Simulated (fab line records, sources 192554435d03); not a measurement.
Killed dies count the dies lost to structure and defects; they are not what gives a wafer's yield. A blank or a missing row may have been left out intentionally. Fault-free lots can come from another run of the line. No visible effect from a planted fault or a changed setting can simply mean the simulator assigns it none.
Comparing a struck lot with a sound one + flow n5_finfet + 43 steps out of a route of 1938
Sound: wafers L555.1, L555.3, L555.5. Struck: wafer L562.3 (left out: L562.4, a lot-mate that was not struck); the cause follows at the end.
Order at every step that has rows: each side's tool, ch and its chambers, its first start. Under that, the readings that differ: sound wafers + struck wafers + difference of the means + sigmas: that difference in standard deviations of wafers without a fault.
alike: a reading whose means differ by less than 2 such deviations, as well as words and numbers matching on both sides. not compared: withheld readings; readings where some wafer has no value; bounds like >300 that might hide an equal value; numbers whose values overlap and for which the record gives no deviation.
The two part at a step that has a row with sigmas, a row that says differs or no value, or rows on one side only. Numbers that don't overlap but have no deviation are shown without sigmas and don't part them. A reading missing from all wafers of one side parts the sides only when that side holds two or more wafers.

N5_SDB_INSPECT_36: inspects for defects (darkfield).
  sound: defect_inspect-01 at day 5 08:16; struck: defect_inspect-01 at day 6 21:53
  alike: raw_defect_count
then, 4 steps without rows for these wafers: N5_DUMMY_REMOVAL_HM_STRIP_01 (strips SiNx in CH3F/O2, stops on poly-Si, target depth 4 nm, time 6.8 s); N5_DUMMY_REMOVAL_STRIP_10 (strips in N2/H2, time 40 s); N5_DUMMY_REMOVAL_PRECLEAN_07 (cleans in dHF, time 30 s); N5_DUMMY_REMOVAL_DUMMY_REMOVE_02 (chemistry TMAH, target poly-Si, stops on SiO2, target depth 142 nm, time 57 s, rinse time 30 s).
N5_DUMMY_REMOVAL_INSPECT_06: inspects for defects (brightfield).
  sound: defect_inspect-02 at day 5 08:43; struck: defect_inspect-01 at day 6 22:16
| reading          | sound | struck | difference | sigmas |
|------------------|-------|--------|------------|--------|
| raw_defect_count | 6 9 6 | 26     | +19        | +4     |
then, 4 steps without rows for these wafers: N5_DUMMY_REMOVAL_PRECLEAN_08 (cleans in NF3:NH3, afs cycles 2, time 20 s, sublimation time 60 s); N5_DUMMY_REMOVAL_PRECLEAN_04 (cleans in DHF, time 37 s); N5_DUMMY_REMOVAL_SRD_05 (time 30 s); N5_HKMG_FIN_IL_REGROW_00 (material SiO2, chemistry O3, target thk 0.75 nm, time 30 s).
N5_HKMG_FIN_HK_ALD_01: deposits HfO2, target thk 1.6 nm, pulse time 3 s, purge time 3 s.
  sound on ald_hk-01 ch 1,2,3, day 5 09:04; struck on ald_hk-03 ch 2, day 6 22:38
  alike: precursor_pulse_height_rel
then, 1 step without rows for these wafers: N5_HKMG_FIN_HK_ANNEAL_02 (time 30 s).
N5_HKMG_FIN_ALD_74: deposits La2O3, target thk 0.5 nm, pulse time 6 s, co reactant pulse time 1 s.
  sound on ald_hk-03 ch 0,2,3, day 5 09:28; struck on ald_hk-02 ch 2, day 6 23:07
| reading                    | sound             | struck | difference | sigmas |
|----------------------------|-------------------|--------|------------|--------|
| precursor_pulse_height_rel | 0.974 0.992 0.992 | 1.036  | +0.050     | +3     |
  alike: heater_power_w, susceptor_temp_C
N5_HKMG_FIN_ALD_75: deposits Al2O3, target thk 1 nm, co reactant pulse time 1 s.
  sound on ald_hk-03 ch 0,2,3, day 5 09:33; struck on ald_hk-02 ch 2, day 6 23:16
  alike: heater_power_w, precursor_pulse_height_rel, susceptor_temp_C
then, 8 steps without rows for these wafers: N5_HKMG_FIN_COAT_41 (time 60 s, resist thk 300 nm); N5_HKMG_FIN_COAT_42 (time 60 s, resist thk 35 nm); N5_HKMG_FIN_COAT_43 (resist thk 90 nm); N5_HKMG_FIN_EBR_45; N5_HKMG_FIN_SOFTBAKE_44 (time 60 s); N5_HKMG_FIN_EXPOSE_46 (exposes mask NDIPOLE); N5_HKMG_FIN_PEB_47 (peb time 60 s); N5_HKMG_FIN_DEVELOP_48 (develop time 30 s).
N5_HKMG_FIN_CD_MEAS_49 targets a cd of 202 nm.
  sound on cd_sem-03 ch 0, day 5 10:01; struck on cd_sem-02 ch 0, day 6 23:41
  alike: cd_nm
N5_HKMG_FIN_OVL_MEAS_50:
  sound on overlay-01 ch 0, day 5 10:03; struck on overlay-02 ch 0, day 6 23:43
  alike: NDIPOLE_OVL
N5_HKMG_FIN_INSPECT_61: inspects for defects (macro).
  sound: defect_inspect-02 at day 5 10:04; struck: defect_inspect-01 at day 6 23:44
  alike: raw_defect_count
then, 2 steps without rows for these wafers: N5_HKMG_FIN_DESCUM_53 (chemistry O2, time 7.9 s); N5_HKMG_FIN_ETCH_54 (etches SiARC in CF4, target depth 45.5 nm, time 75.8 s).
N5_HKMG_FIN_ETCH_55: etches SOC in N2/H2, target depth 240 nm, time 300 s.
  sound on rie_diel-06 ch 0,1,3, day 5 10:11; struck on rie_diel-06 ch 0, day 6 23:56
  alike: chamber_pressure_mTorr, drypump_motor_current_A, oes_product_au, rf_vpp_V, showerhead_plenum_p_Torr, throttle_valve_pct
  not compared: rf_hours_counter_h
then, 2 steps without rows for these wafers: N5_HKMG_FIN_STRIP_56 (strips in N2/H2); N5_HKMG_FIN_STRIP_57 (strips in CF4).
N5_HKMG_FIN_ETCH_58: etches SOC in N2/H2, target depth 215.8 nm, time 741 s.
  sound on rie_diel-06 ch 0,1,3, day 5 10:24; struck on rie_diel-06 ch 0, day 7 00:09
  alike: chamber_pressure_mTorr, drypump_motor_current_A, oes_product_au, rf_vpp_V, showerhead_plenum_p_Torr, throttle_valve_pct
  not compared: rf_hours_counter_h
then, 6 steps without rows for these wafers: N5_HKMG_FIN_STRIP_93 (strips SOC in N2/H2, time 20 s); N5_HKMG_FIN_WET_ETCH_76 (etches Al2O3 in dNH4OH, stops on La2O3, target depth 2.25 nm, rinse time 30 s); N5_HKMG_FIN_STRIP_60 (strips in N2/H2, time 360 s); N5_HKMG_FIN_WET_ETCH_77 (etches La2O3 in dHCl, stops on HfO2, target depth 2 nm); N5_HKMG_FIN_WET_ETCH_78 (etches Al2O3 in dNH4OH, stops on La2O3, target depth 4.5 nm, rinse time 30 s); N5_HKMG_FIN_ALD_79 (deposits TiN, target thk 1.5 nm, pulse time 1 s, purge time 3 s).
N5_HKMG_FIN_CVD_62: deposits a-Si from Si2H6, target thk 3 nm, time 20.8 s.
  sound on thermal_cvd_si-01 ch 1,2, day 5 11:50; struck on thermal_cvd_si-02 ch 1, day 7 01:35
| reading              | sound                | struck | difference | sigmas |
|----------------------|----------------------|--------|------------|--------|
| susceptor_temp_C (C) | 499.86 499.58 500.15 | 500.40 | +0.54      | +2     |
  alike: chamber_pressure_Torr, heater_power_w
then, 4 steps without rows for these wafers: N5_HKMG_FIN_RTA_80 (time 2 s); N5_HKMG_FIN_PRECLEAN_64 (cleans in dHF, time 30 s); N5_HKMG_FIN_WET_ETCH_65 (etches a-Si in TMAH, stops on TiN, time 49 s, target depth 3 nm); N5_HKMG_FIN_WET_ETCH_81 (etches TiN in SC1, stops on HfO2, time 57 s, target depth 6 nm).
-- record jumps: 4 days separate the struck wafers' starts on either side; left off in module HKMG_FIN, taken up again in module BEOL_M4, whose first shown step is the route's number 1111 --
N5_BEOL_M4_RC_MEAS_101:
  sound on prober-01 ch 0, day 9 03:13; struck on prober-01 ch 0, day 11 07:36
| reading        | sound                | struck | difference | sigmas |
|----------------|----------------------|--------|------------|--------|
| VT_N_LVT (mV)  | 98 99 97             | 82     | -16        | -4     |
| VT_P (mV)      | -251 -252 -252       | -259   | -7         | -2     |
| VT_P_LONG (mV) | -275.0 -274.4 -274.2 | -286.9 | -12.4      | -4     |
  alike: DIBL_N, DIBL_P, IOFF_N, IOFF_P, ION_N, ION_P, SS_N, SS_P, VT_N

## WHERE THEY PART
Last at N5_BEOL_M4_RC_MEAS_101 as far as this record goes, first at N5_DUMMY_REMOVAL_INSPECT_06.

WHY: what the simulator had put in
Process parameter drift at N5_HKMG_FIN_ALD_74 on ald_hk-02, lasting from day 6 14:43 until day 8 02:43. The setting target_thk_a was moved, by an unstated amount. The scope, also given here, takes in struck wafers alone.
